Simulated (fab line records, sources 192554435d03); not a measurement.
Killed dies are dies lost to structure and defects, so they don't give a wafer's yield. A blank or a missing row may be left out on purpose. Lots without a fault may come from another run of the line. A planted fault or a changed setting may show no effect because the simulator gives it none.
Split-lot experiment | flow n5_finfet | 7 lots, 21 wafers read, on a route of 1938 steps

THE SPLIT
At N5_DUMMY_GATE_COAT_35 (time 60 s, resist thk 10 nm), the setting spin_rpm was moved away from the recipe's 1500 rpm on 9 of the 21 wafers read, by -7.8% to +6.8%. The other wafers ran this setting at the recipe's value.

The reading is taken at the split's own step.

THE READING
SiARC_of_DUMMY_GATE_COAT_35.thk_nm (the simulator's own value, which no gauge read), in nm, at N5_DUMMY_GATE_COAT_35 (time 60 s, resist thk 10 nm). The file gives no usual value for it.

wafer  | tool, chamber at the split | spin_rpm as run, rpm | against the recipe | SiARC_of_DUMMY_GATE_COAT_35.thk_nm, nm | against lot-mates on the recipe
L080.1 | litho_track-04, 0          | 1500                 | recipe             | 10                                     | -
L080.3 | litho_track-04, 0          | 1500                 | recipe             | 10                                     | -
L080.6 | litho_track-04, 0          | 1500                 | recipe             | 10                                     | -
L083.2 | litho_track-04, 0          | 1383                 | -7.8%              | 10.4                                   | +0.4
L083.6 | litho_track-04, 0          | 1383                 | -7.8%              | 10.4                                   | +0.4
L083.4 | litho_track-04, 0          | 1500                 | recipe             | 10                                     | -
L084.1 | litho_track-05, 0          | 1560                 | +4.0%              | 9.8                                    | -0.2
L084.3 | litho_track-05, 0          | 1560                 | +4.0%              | 9.8                                    | -0.2
L084.6 | litho_track-05, 0          | 1500                 | recipe             | 10                                     | -
L086.1 | litho_track-03, 0          | 1500                 | recipe             | 10                                     | -
L086.4 | litho_track-03, 0          | 1500                 | recipe             | 10                                     | -
L086.6 | litho_track-03, 0          | 1500                 | recipe             | 10                                     | -
L090.1 | litho_track-05, 0          | 1414                 | -5.7%              | 10.2                                   | no lot-mate on the recipe
L090.3 | litho_track-05, 0          | 1414                 | -5.7%              | 10.2                                   | no lot-mate on the recipe
L090.5 | litho_track-05, 0          | 1414                 | -5.7%              | 10.2                                   | no lot-mate on the recipe
L093.2 | litho_track-04, 0          | 1602                 | +6.8%              | 9.8                                    | -0.2
L093.3 | litho_track-04, 0          | 1602                 | +6.8%              | 9.8                                    | -0.2
L093.5 | litho_track-04, 0          | 1500                 | recipe             | 10                                     | -
L097.2 | litho_track-05, 0          | 1500                 | recipe             | 10                                     | -
L097.3 | litho_track-05, 0          | 1500                 | recipe             | 10                                     | -
L097.5 | litho_track-05, 0          | 1500                 | recipe             | 10                                     | -

THE FIT
A straight line over all 21 wafers: SiARC_of_DUMMY_GATE_COAT_35.thk_nm changes by -0.0404 nm for each +1% of spin_rpm; r = -0.97; the points scatter about the line by 0.04 nm.
The same after taking each lot's own level away (the mean of its wafers on the recipe; 18 wafers): -0.0433 nm for each +1%; r = -0.98; scatter 0.038 nm.
On that fit, the largest move of spin_rpm shifts the reading by 0.34 nm.
The lots' own levels span 10.00 to 10.00 nm.
So the lot-to-lot level changes the slope little: the two slopes agree.
Check: with one of the wafers moved furthest among these (-7.8%) left out of the fit, the line predicts +0.328 nm for it against its lot-mates. It came out at +0.4 nm against them.

OTHER SPLITS ON THESE WAFERS
These wafers also went through other splits before the reading. Each is held against what the fit with the lots' levels taken away leaves over:
other split on the same wafers    | wafers away from the commonest value | r with SiARC_of_DUMMY_GATE_COAT_35.thk_nm (lot level and that fit taken away)
N5_WELL_APT_COAT_02 spin_rpm      | 8                                    | +0.51
N5_FIN_SAQP_ALD_61 ald_cycles     | 5                                    | -0.13
N5_FIN_SAQP_PECVD_48 time_s       | 6                                    | +0.60
N5_FIN_SAQP_SPACER1_ALD_24 temp_c | 6                                    | -0.11

THE FILE'S OWN FIT
SiARC_of_DUMMY_GATE_COAT_35.thk_nm changes by -0.0429 nm for each +1% of spin_rpm, r = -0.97.
